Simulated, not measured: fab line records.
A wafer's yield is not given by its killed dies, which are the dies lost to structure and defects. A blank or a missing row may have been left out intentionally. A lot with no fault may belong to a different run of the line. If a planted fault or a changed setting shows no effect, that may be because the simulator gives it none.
fab line records -- flow n5Finfet
record: lots: 14, wafers: 42, lastDay: 19
route steps=1938 shown BEOL_M6@1256 BEOL_M7@1263
lots that met no fault: from a run of the same line without faults
startH: hours from the record's opening day to when the first of the lot's shown wafers began -- waitH: hours since the lot's step before -- " repeats the value in the row above -- L1.1+2: a single row standing in for several wafers -- - value missing, or start not given -- * or withheld: withheld -- < > ~ a bound
route shown NAME@n: a module of which the file shows steps, and the number in the route of the first -- usual: the fault-free wafers' mean and standard deviation -- same: alike in all rows -- chamber/n: place in a boat -- sites: the reading at each site -- _std_site: how widely they spread, as a standard deviation -- _edge_site: inner sites' mean taken away from outer sites' mean -- radiusMm: for every site, how far away it sits from the centre of the wafer -- mask NAME#n: copy n -- behind: the most recent tool/chamber to have shaped the wafer -- hold: the reason the lot was held/the length of the hold in hours/how it ended -- device: whichever transistor did not switch (one of n, p or np) -- end of line: the same wafers' tests at the end of the route -- a step with no rows: only its recipe -- killed: not the wafer's yield, but the dies lost to structure and defects at the first sort -- map: a wafer's dies, marking killed ones x, the rest . and places with no die _
set.NAME: the setting as run; set.NAME@STEP: as run at that earlier step -- model.NAME: the simulator's own value behind a step, which no gauge read
a sample of lots followed through the steps of the route, with each step as a table and each wafer as a row
services: from which hour (startH, from the record's first day; less than 0 if before it) a tool's chamber was out of use, for how many hours, and why
== steps ==
step: N5_BEOL_M6_ANNEAL_51
recipe: tempC: 225, timeS: 90, ambient: N2
usual: wafer_temp_C_max: 226.00/0.28
lot.wafer,tool,chamber,startH,waitH,wafer_temp_C_max
L417.1,rtpAnneal-01,0,230.76,0.1,226.25
L417.3,rtpAnneal-01,0,230.76,0.1,226.23
L417.6,rtpAnneal-01,0,230.76,0.1,225.80
L420.1,rtpAnneal-02,0,259.79,0.2,225.82
L420.4,rtpAnneal-02,0,259.79,0.2,226.09
L420.5,rtpAnneal-02,0,259.79,0.2,226.20
L421.1,rtpAnneal-02,0,265.39,0.1,225.91
L421.3,rtpAnneal-02,0,265.39,0.1,225.51
L421.4,rtpAnneal-02,0,265.39,0.1,225.60
L422.1,rtpAnneal-01,0,269.72,0.1,225.49
L422.4,rtpAnneal-01,0,269.72,0.1,225.75
L422.6,rtpAnneal-01,0,269.72,0.1,225.81
L423.1,rtpAnneal-02,0,283.69,0.5,226.19
L423.4,rtpAnneal-02,0,283.69,0.5,225.76
L423.6,rtpAnneal-02,0,283.69,0.5,225.93
L424.1,rtpAnneal-01,0,293.27,0.7,225.76
L424.3,rtpAnneal-01,0,293.27,0.7,225.82
L424.4,rtpAnneal-01,0,293.27,0.7,225.71
L426.2,rtpAnneal-02,0,300.36,0.1,226.15
L426.4,rtpAnneal-02,0,300.36,0.1,225.92
L426.6,rtpAnneal-02,0,300.36,0.1,226.08
L428.2,rtpAnneal-02,0,309.57,0.5,226.17
L428.3,rtpAnneal-02,0,309.57,0.5,226.15
L428.4,rtpAnneal-02,0,309.57,0.5,226.17
L433.3,rtpAnneal-01,0,332.83,0.7,226.15
L433.4,rtpAnneal-01,0,332.83,0.7,226.01
L433.5,rtpAnneal-01,0,332.83,0.7,225.87
L435.1,rtpAnneal-01,0,351.97,0.2,225.93
L435.2,rtpAnneal-01,0,351.97,0.2,226.04
L435.6,rtpAnneal-01,0,351.97,0.2,225.64
L436.1,rtpAnneal-01,0,363.11,0.6,226.32
L436.4,rtpAnneal-01,0,363.11,0.6,226.15
L436.6,rtpAnneal-01,0,363.11,0.6,225.73
L438.2,rtpAnneal-01,0,365.20,0.1,225.53
L438.5,rtpAnneal-01,0,365.20,0.1,225.95
L438.6,rtpAnneal-01,0,365.20,0.1,226.08
L439.2,rtpAnneal-02,0,367.84,0.1,225.63
L439.4,rtpAnneal-02,0,367.84,0.1,225.55
L439.5,rtpAnneal-02,0,367.84,0.1,225.81
L440.2,rtpAnneal-02,0,375.19,0.3,225.55
L440.3,rtpAnneal-02,0,375.19,0.3,226.18
L440.6,rtpAnneal-02,0,375.19,0.3,226.07
step: N5_BEOL_M7_ILD_DEP_00
recipe: material: SiCOH_lowk, targetThkA: 1797.5, tempC: 300, precursor: DEMS/porogen, pressureTorr: 5, rfW: 500, timeS: 33.4
usual: heaterPowerW: 331/58, showerheadPlenumPTorr: 5.746/0.019, throttleValvePct: 13.7/0.71
lot.wafer,tool,chamber,startH,waitH,heaterPowerW,showerheadPlenumPTorr,throttleValvePct
L417.1,pecvd-04,1,231.62,0.1,326,5.702,13.6
L417.3,pecvd-04,0,231.62,0.1,315,5.747,14.3
L417.6,pecvd-04,2,231.62,0.1,429,5.753,13.4
L420.1,pecvd-04,2,260.58,0.0,410,5.746,13.2
L420.4,pecvd-04,2,260.58,0.0,419,5.759,13.2
L420.5,pecvd-04,0,260.58,0.0,314,5.740,14.5
L421.1,pecvd-04,1,266.50,0.0,288,5.708,13.3
L421.3,pecvd-04,2,266.50,0.0,450,5.760,13.2
L421.4,pecvd-04,0,266.50,0.0,319,5.754,14.1
L422.1,pecvd-01,0,270.79,0.0,329,5.731,13.4
L422.4,pecvd-01,1,270.79,0.0,281,5.771,15.3
L422.6,pecvd-01,0,270.79,0.0,324,5.748,13.5
L423.1,pecvd-04,1,284.47,0.0,285,5.713,13.3
L423.4,pecvd-04,1,284.47,0.0,284,5.730,13.0
L423.6,pecvd-04,2,284.47,0.0,441,5.744,13.1
L424.1,pecvd-04,0,294.06,0.0,339,5.745,14.5
L424.3,pecvd-04,1,294.06,0.0,260,5.723,13.2
L424.4,pecvd-04,1,294.06,0.0,265,5.713,13.2
L426.2,pecvd-04,2,301.10,0.0,441,5.749,13.3
L426.4,pecvd-04,2,301.10,0.0,433,5.748,13.5
L426.6,pecvd-04,1,301.10,0.0,305,5.716,13.5
L428.2,pecvd-04,0,310.33,0.0,340,5.748,14.5
L428.3,pecvd-04,1,310.33,0.0,286,5.730,13.3
L428.4,pecvd-04,2,310.33,0.0,420,5.761,13.2
L433.3,pecvd-04,0,333.52,0.0,338,5.761,14.5
L433.4,pecvd-04,2,333.52,0.0,425,5.758,13.4
L433.5,pecvd-04,0,333.52,0.0,338,5.739,14.5
L435.1,pecvd-01,2,352.75,0.0,343,5.745,12.8
L435.2,pecvd-01,0,352.75,0.0,316,5.737,13.5
L435.6,pecvd-01,0,352.75,0.0,319,5.753,13.3
L436.1,pecvd-01,1,363.93,0.0,273,5.798,15.2
L436.4,pecvd-01,1,363.93,0.0,279,5.775,15.5
L436.6,pecvd-01,0,363.93,0.0,281,5.748,13.3
L438.2,pecvd-04,1,365.94,0.0,301,5.732,13.3
L438.5,pecvd-04,1,365.94,0.0,304,5.704,13.3
L438.6,pecvd-04,2,365.94,0.0,450,5.763,13.4
L439.2,pecvd-04,0,368.58,0.0,321,5.746,14.4
L439.4,pecvd-04,2,368.58,0.0,354,5.766,13.7
L439.5,pecvd-04,0,368.58,0.0,322,5.745,14.5
L440.2,pecvd-01,2,376.11,0.0,319,5.753,12.8
L440.3,pecvd-01,0,376.11,0.0,346,5.754,13.2
L440.6,pecvd-01,2,376.11,0.0,325,5.741,12.9
step: N5_BEOL_M7_PECVD_70
recipe: material: SiO2, targetThkA: 200, tempC: 400, precursor: TEOS/O2, pressureTorr: 5.5, rfW: 450, teosFlowSccm: 53.8, gas: O2, flowSccm: 3000, timeS: 22.7
usual: heaterPowerW: 741/93, showerheadPlenumPTorr: 8.82/0.084, throttleValvePct: 22.2/1.2
lot.wafer,tool,chamber,startH,waitH,heaterPowerW,showerheadPlenumPTorr,throttleValvePct
L417.1,pecvd-04,2,232.24,0.0,943,8.87,21.5
L417.3,pecvd-04,1,232.24,0.0,617,8.68,21.2
L417.6,pecvd-04,1,232.24,0.0,619,8.68,21.6
L420.1,pecvd-02,0,261.19,0.0,645,8.85,23.1
L420.4,pecvd-02,0,261.19,0.0,640,8.82,23.2
L420.5,pecvd-02,1,261.19,0.0,680,8.70,21.2
L421.1,pecvd-04,2,267.15,0.0,989,8.87,21.8
L421.3,pecvd-04,1,267.15,0.0,737,8.68,21.2
L421.4,pecvd-04,0,267.15,0.0,741,8.84,23.1
L422.1,pecvd-04,2,271.40,0.0,981,8.84,21.7
L422.4,pecvd-04,1,271.40,0.0,748,8.67,21.4
L422.6,pecvd-04,2,271.40,0.0,953,8.87,21.7
L423.1,pecvd-04,2,285.09,0.0,858,8.87,21.7
L423.4,pecvd-04,0,285.09,0.0,778,8.87,23.3
L423.6,pecvd-04,2,285.09,0.0,822,8.86,21.4
L424.1,pecvd-01,0,294.72,0.0,658,8.81,21.5
L424.3,pecvd-01,1,294.72,0.0,596,8.96,24.7
L424.4,pecvd-01,0,294.72,0.0,661,8.81,21.6
L426.2,pecvd-01,2,301.71,0.0,788,8.88,20.3
L426.4,pecvd-01,1,301.71,0.0,625,9.00,24.9
L426.6,pecvd-01,0,301.71,0.0,774,8.80,21.3
L428.2,pecvd-02,0,310.94,0.0,613,8.85,23.3
L428.3,pecvd-02,1,310.94,0.0,733,8.71,21.0
L428.4,pecvd-02,2,310.94,0.0,848,8.83,23.1
L433.3,pecvd-01,1,334.16,0.1,665,8.97,25.1
L433.4,pecvd-01,0,334.16,0.1,767,8.80,21.4
L433.5,pecvd-01,0,334.16,0.1,765,8.82,21.5
L435.1,pecvd-04,2,353.37,0.0,876,8.86,21.9
L435.2,pecvd-04,0,353.37,0.0,670,8.85,23.3
L435.6,pecvd-04,0,353.37,0.0,658,8.82,23.1
L436.1,pecvd-04,1,365.03,0.0,678,8.69,21.0
L436.4,pecvd-04,2,365.03,0.0,873,8.83,21.7
L436.6,pecvd-04,1,365.03,0.0,655,8.69,21.5
L438.2,pecvd-01,0,366.55,0.0,790,8.82,21.4
L438.5,pecvd-01,0,366.55,0.0,796,8.80,21.3
L438.6,pecvd-01,1,366.55,0.0,677,8.97,24.7
L439.2,pecvd-04,0,369.19,0.0,741,8.83,22.9
L439.4,pecvd-04,1,369.19,0.0,704,8.68,21.4
L439.5,pecvd-04,2,369.19,0.0,817,8.85,21.6
L440.2,pecvd-01,2,376.99,0.0,765,8.85,20.6
L440.3,pecvd-01,0,376.99,0.0,720,8.79,21.7
L440.6,pecvd-01,2,376.99,0.0,777,8.86,20.8
step: N5_BEOL_M7_PEB_09
recipe: pebTempC: withheld, pebTimeS: 60, resist: CAR-ArF
usual: chillPlateTempC: 22.98/0.093, exhaustPa: 44.8/1
lot.wafer,tool,chamber,startH,waitH,chillPlateTempC,exhaustPa
L417.1,lithoTrack-05,0,233.84,0.1,22.93,44.3
L417.3,lithoTrack-05,0,233.84,0.1,22.81,43.9
L417.6,lithoTrack-05,0,233.84,0.1,22.81,44.4
L420.1,lithoTrack-05,0,261.95,0.1,22.98,44.6
L420.4,lithoTrack-05,0,261.95,0.1,23.08,45.4
L420.5,lithoTrack-05,0,261.95,0.1,23.04,45.9
L421.1,lithoTrack-01,0,268.95,0.1,23.03,42.1
L421.3,lithoTrack-01,0,268.95,0.1,23.06,42.3
L421.4,lithoTrack-01,0,268.95,0.1,23.06,43.6
L422.1,lithoTrack-02,0,272.49,0.1,22.90,44.1
L422.4,lithoTrack-02,0,272.49,0.1,22.92,44.2
L422.6,lithoTrack-02,0,272.49,0.1,22.84,45.5
L423.1,lithoTrack-01,0,287.59,0.1,23.04,45.0
L423.4,lithoTrack-01,0,287.59,0.1,23.19,45.5
L423.6,lithoTrack-01,0,287.59,0.1,23.00,46.4
L424.1,lithoTrack-05,0,295.86,0.1,22.90,45.9
L424.3,lithoTrack-05,0,295.86,0.1,23.12,46.5
L424.4,lithoTrack-05,0,295.86,0.1,23.03,46.2
L426.2,lithoTrack-05,-,304.01,0.0,-,-
L426.4,lithoTrack-05,-,304.01,0.0,-,-
L426.6,lithoTrack-05,-,304.01,0.0,-,-
L428.2,lithoTrack-02,-,312.55,0.0,-,-
L428.3,lithoTrack-02,-,312.55,0.0,-,-
L428.4,lithoTrack-02,-,312.55,0.0,-,-
L433.3,lithoTrack-05,0,335.15,0.0,22.99,45.0
L433.4,lithoTrack-05,0,335.15,0.0,23.09,45.1
L433.5,lithoTrack-05,0,335.15,0.0,22.99,46.3
L435.1,lithoTrack-01,0,356.65,0.1,23.14,43.5
L435.2,lithoTrack-01,0,356.65,0.1,22.96,43.9
L435.6,lithoTrack-01,0,356.65,0.1,23.02,43.9
L436.1,lithoTrack-01,0,365.98,0.1,22.94,45.8
L436.4,lithoTrack-01,0,365.98,0.1,22.84,44.7
L436.6,lithoTrack-01,0,365.98,0.1,22.77,44.1
L438.2,lithoTrack-02,0,369.44,0.0,23.02,43.1
L438.5,lithoTrack-02,0,369.44,0.0,22.98,44.0
L438.6,lithoTrack-02,0,369.44,0.0,22.93,45.2
L439.2,lithoTrack-02,0,370.05,0.0,23.09,42.4
L439.4,lithoTrack-02,0,370.05,0.0,22.90,44.6
L439.5,lithoTrack-02,0,370.05,0.0,22.88,45.3
L440.2,lithoTrack-02,0,378.76,0.0,23.03,45.8
L440.3,lithoTrack-02,0,378.76,0.0,23.00,45.1
L440.6,lithoTrack-02,0,378.76,0.0,23.07,45.5
== services ==
tool,chamber,startH,hours,kind
pecvd-01,-,227.82,5.1,repair
pecvd-04,0,248.19,5.5,scheduledDown
pecvd-04,0,263.69,2.1,scheduledDown
pecvd-02,0,273.39,5.5,scheduledDown
pecvd-01,-,284.69,6.0,pm
pecvd-04,2,294.97,5.5,scheduledDown
pecvd-02,-,308.73,1.0,repair
pecvd-01,2,314.69,2.1,scheduledDown
pecvd-01,2,333.84,5.5,scheduledDown
pecvd-02,1,357.81,13.2,repair
pecvd-01,1,374.02,4.6,repair
== key ==
firstSign: step: N5_BEOL_M7_PEB_09, reading: toolRecord, direction: missing
effect none on later readings
metAt N5_BEOL_M7_PEB_09
struckLots L426,L428
laterRowsLeftOut L426.2,L426.4,L426.6,L428.2,L428.3,L428.4
sortLeftOut L426.2,L426.4,L426.6,L428.2,L428.3,L428.4
notActingAt N5_BEOL_M6_ANNEAL_51,N5_BEOL_M7_ILD_DEP_00,N5_BEOL_M7_PECVD_70
onsetBetween 295.86 304.01
fault: kind: skippedStepWhole, tool: lithoTrack-02,lithoTrack-05, chamber: -, onsetH: 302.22, steps: N5_BEOL_M7_PEB_09, scope: struckLotsOnly
sortLeftOut: the simulated sort isn't trusted on such a fault, so these wafers' sort isn't shown, and their yield isn't known
laterRowsLeftOut: the simulator's readings of these wafers behind a module that went badly wrong aren't trusted and aren't shown, but for the sort
